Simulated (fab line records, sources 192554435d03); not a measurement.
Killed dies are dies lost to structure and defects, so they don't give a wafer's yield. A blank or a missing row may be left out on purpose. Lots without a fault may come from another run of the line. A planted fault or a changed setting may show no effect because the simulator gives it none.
Split-lot experiment | flow n5_finfet | 7 lots, 21 wafers read, on a route of 1938 steps

THE SPLIT
At N5_BEOL_M12_COAT_65 (time 60 s, resist thk 300 nm), the setting spin_rpm was moved away from the recipe's 1500 rpm on 8 of the 21 wafers read, by -4.7% to +9.3%. The other wafers ran this setting at the recipe's value.

The reading is taken at the split's own step.

THE READING
SOC_of_BEOL_M12_COAT_65.thk_nm (the simulator's own value, which no gauge read), in nm, at N5_BEOL_M12_COAT_65 (time 60 s, resist thk 300 nm). The file gives no usual value for it. The 13 wafers here that ran the recipe average 300.0 nm, standard deviation 0.71 nm.

wafer  | tool, chamber at the split | spin_rpm as run, rpm | against the recipe | SOC_of_BEOL_M12_COAT_65.thk_nm, nm | against lot-mates on the recipe
L075.1 | litho_track-02, 0          | 1500                 | recipe             | 301                                | -
L075.4 | litho_track-02, 0          | 1500                 | recipe             | 301.2                              | -
L075.5 | litho_track-02, 0          | 1635                 | +9.0%              | 289                                | -12.1
L077.2 | litho_track-03, 0          | 1442                 | -3.9%              | 305.8                              | +6.8
L077.3 | litho_track-03, 0          | 1500                 | recipe             | 299                                | -
L077.5 | litho_track-03, 0          | 1500                 | recipe             | 299                                | -
L078.2 | litho_track-02, 0          | 1500                 | recipe             | 299.8                              | -
L078.4 | litho_track-02, 0          | 1500                 | recipe             | 300.2                              | -
L078.5 | litho_track-02, 0          | 1500                 | recipe             | 300                                | -
L083.2 | litho_track-03, 0          | 1500                 | recipe             | 299.4                              | -
L083.4 | litho_track-03, 0          | 1627                 | +8.5%              | 287.2                              | -12.2
L083.6 | litho_track-03, 0          | 1627                 | +8.5%              | 287.6                              | -11.8
L088.1 | litho_track-04, 0          | 1500                 | recipe             | 299.6                              | -
L088.4 | litho_track-04, 0          | 1640                 | +9.3%              | 286.6                              | -12.9
L088.5 | litho_track-04, 0          | 1500                 | recipe             | 299.4                              | -
L090.3 | litho_track-03, 0          | 1500                 | recipe             | 300.4                              | -
L090.5 | litho_track-03, 0          | 1430                 | -4.7%              | 307.8                              | +7.4
L090.6 | litho_track-03, 0          | 1430                 | -4.7%              | 306.8                              | +6.4
L092.1 | litho_track-02, 0          | 1456                 | -2.9%              | 304.8                              | +4.1
L092.2 | litho_track-02, 0          | 1500                 | recipe             | 300.6                              | -
L092.5 | litho_track-02, 0          | 1500                 | recipe             | 300.8                              | -

THE FIT
A straight line over all 21 wafers: SOC_of_BEOL_M12_COAT_65.thk_nm changes by -1.44 nm for each +1% of spin_rpm; r = -0.99; the points scatter about the line by 0.79 nm.
The same after taking each lot's own level away (the mean of its wafers on the recipe; 21 wafers): -1.42 nm for each +1%; r = -1.00; scatter 0.38 nm.
On that fit, the largest move of spin_rpm shifts the reading by 13 nm.
The lots' own levels span 299.00 to 301.10 nm, that is 3.0 times the standard deviation above.
So the lot-to-lot level changes the slope little: the two slopes agree.
Check: with one of the wafers moved furthest among these (+9.3%) left out of the fit, the line predicts -13.2 nm for it against its lot-mates. It came out at -12.9 nm against them.

OTHER SPLITS ON THESE WAFERS
These wafers also went through other splits before the reading. Each is held against what the fit with the lots' levels taken away leaves over:
other split on the same wafers | wafers away from the commonest value | r with SOC_of_BEOL_M12_COAT_65.thk_nm (lot level and that fit taken away)
N5_BEOL_M10_EXPOSE_25 dose_mj  | 7                                    | -0.06
N5_BEOL_M11_DESCUM_16 time_s   | 5                                    | +0.19

THE FILE'S OWN FIT
SOC_of_BEOL_M12_COAT_65.thk_nm changes by -1.41 nm for each +1% of spin_rpm, r = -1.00.
